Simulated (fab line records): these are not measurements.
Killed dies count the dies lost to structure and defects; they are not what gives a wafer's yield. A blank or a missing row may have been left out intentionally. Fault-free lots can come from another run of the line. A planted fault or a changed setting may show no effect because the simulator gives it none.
Chamber matching / flow n5-finfet / N5_BEOL_M9_ETCH_61 on rie-diel-04: 4 sister chambers
The step etches SiARC in CF4, target depth 39 nm, time 65 s. 14 wafers are shown with their chamber, then 7 later ones without.

== WAFERS, EACH WITH ITS CHAMBER ==
wafer=L081.2; chamber=3; drypump-motor-current-A (A)=6.0; showerhead-plenum-p-Torr (Torr)=2.06; throttle-valve-pct (%)=15.68
wafer=L081.3; chamber=1; drypump-motor-current-A (A)=5.0; showerhead-plenum-p-Torr (Torr)=2.05; throttle-valve-pct (%)=15.64
wafer=L081.5; chamber=2; drypump-motor-current-A (A)=6.3; showerhead-plenum-p-Torr (Torr)=2.11; throttle-valve-pct (%)=15.96
wafer=L082.1; chamber=2; drypump-motor-current-A (A)=6.3; showerhead-plenum-p-Torr (Torr)=2.11; throttle-valve-pct (%)=15.97
wafer=L082.4; chamber=3; drypump-motor-current-A (A)=6.0; showerhead-plenum-p-Torr (Torr)=2.06; throttle-valve-pct (%)=15.69
wafer=L082.6; chamber=2; drypump-motor-current-A (A)=6.3; showerhead-plenum-p-Torr (Torr)=2.11; throttle-valve-pct (%)=15.96
wafer=L083.1; chamber=3; drypump-motor-current-A (A)=6.1; showerhead-plenum-p-Torr (Torr)=2.06; throttle-valve-pct (%)=15.69
wafer=L083.2; chamber=1; drypump-motor-current-A (A)=5.0; showerhead-plenum-p-Torr (Torr)=2.05; throttle-valve-pct (%)=15.66
wafer=L083.5; chamber=2; drypump-motor-current-A (A)=6.3; showerhead-plenum-p-Torr (Torr)=2.11; throttle-valve-pct (%)=15.96
wafer=L086.1; chamber=1; drypump-motor-current-A (A)=5.0; showerhead-plenum-p-Torr (Torr)=2.04; throttle-valve-pct (%)=15.67
wafer=L086.3; chamber=0; drypump-motor-current-A (A)=5.1; showerhead-plenum-p-Torr (Torr)=2.02; throttle-valve-pct (%)=15.61
wafer=L086.4; chamber=3; drypump-motor-current-A (A)=6.0; showerhead-plenum-p-Torr (Torr)=2.06; throttle-valve-pct (%)=15.71
wafer=L089.4; chamber=0; drypump-motor-current-A (A)=5.1; showerhead-plenum-p-Torr (Torr)=2.02; throttle-valve-pct (%)=15.61
wafer=L089.5; chamber=1; drypump-motor-current-A (A)=5.0; showerhead-plenum-p-Torr (Torr)=2.04; throttle-valve-pct (%)=15.69

SIGNATURES, as means of the wafers listed above
reading=drypump-motor-current-A; chamber 0=5.100; chamber 1=5.000; chamber 2=6.300; chamber 3=6.025; scatter within a chamber=0.0274
reading=showerhead-plenum-p-Torr; chamber 0=2.0200; chamber 1=2.0450; chamber 2=2.1100; chamber 3=2.0600; scatter within a chamber=0.00316
reading=throttle-valve-pct; chamber 0=15.6100; chamber 1=15.6650; chamber 2=15.9625; chamber 3=15.6925; scatter within a chamber=0.0136
Rule: a wafer's distance from a chamber is the root of the sum, over the readings, of the square of ((its reading less the chamber's mean) divided by the reading's scatter). The wafer belongs to the nearest chamber; if the next one is less than 2 further off, it can't be placed. The scatter is the square root of a quotient: the sum, over the shown wafers, of each reading's squared deviation from its chamber's mean, divided by wafers minus chambers.

== WAFERS WHOSE CHAMBER IS MISSING ==
wafer=L089.6; drypump-motor-current-A (A)=6.1; showerhead-plenum-p-Torr (Torr)=2.05; throttle-valve-pct (%)=15.71
wafer=L094.1; drypump-motor-current-A (A)=6.3; showerhead-plenum-p-Torr (Torr)=2.10; throttle-valve-pct (%)=15.50
wafer=L094.2; drypump-motor-current-A (A)=6.1; showerhead-plenum-p-Torr (Torr)=2.05; throttle-valve-pct (%)=15.75
wafer=L094.6; drypump-motor-current-A (A)=6.3; showerhead-plenum-p-Torr (Torr)=2.10; throttle-valve-pct (%)=15.51
wafer=L091.1; drypump-motor-current-A (A)=6.1; showerhead-plenum-p-Torr (Torr)=2.05; throttle-valve-pct (%)=15.74
wafer=L091.4; drypump-motor-current-A (A)=6.2; showerhead-plenum-p-Torr (Torr)=2.10; throttle-valve-pct (%)=15.52
wafer=L091.5; drypump-motor-current-A (A)=5.0; showerhead-plenum-p-Torr (Torr)=2.04; throttle-valve-pct (%)=15.71

== EACH ONE'S CHAMBER ==
wafer=L089.6; from the rows above=3; in truth=3
wafer=L094.1; from the rows above=3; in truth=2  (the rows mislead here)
wafer=L094.2; from the rows above=3; in truth=3
wafer=L094.6; from the rows above=3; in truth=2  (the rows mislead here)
wafer=L091.1; from the rows above=3; in truth=3
wafer=L091.4; from the rows above=3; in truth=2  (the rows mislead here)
wafer=L091.5; from the rows above=1; in truth=1
Correct placement for 4 of the 7. Can't be placed from these rows: 0. Number placed wrongly: 3.
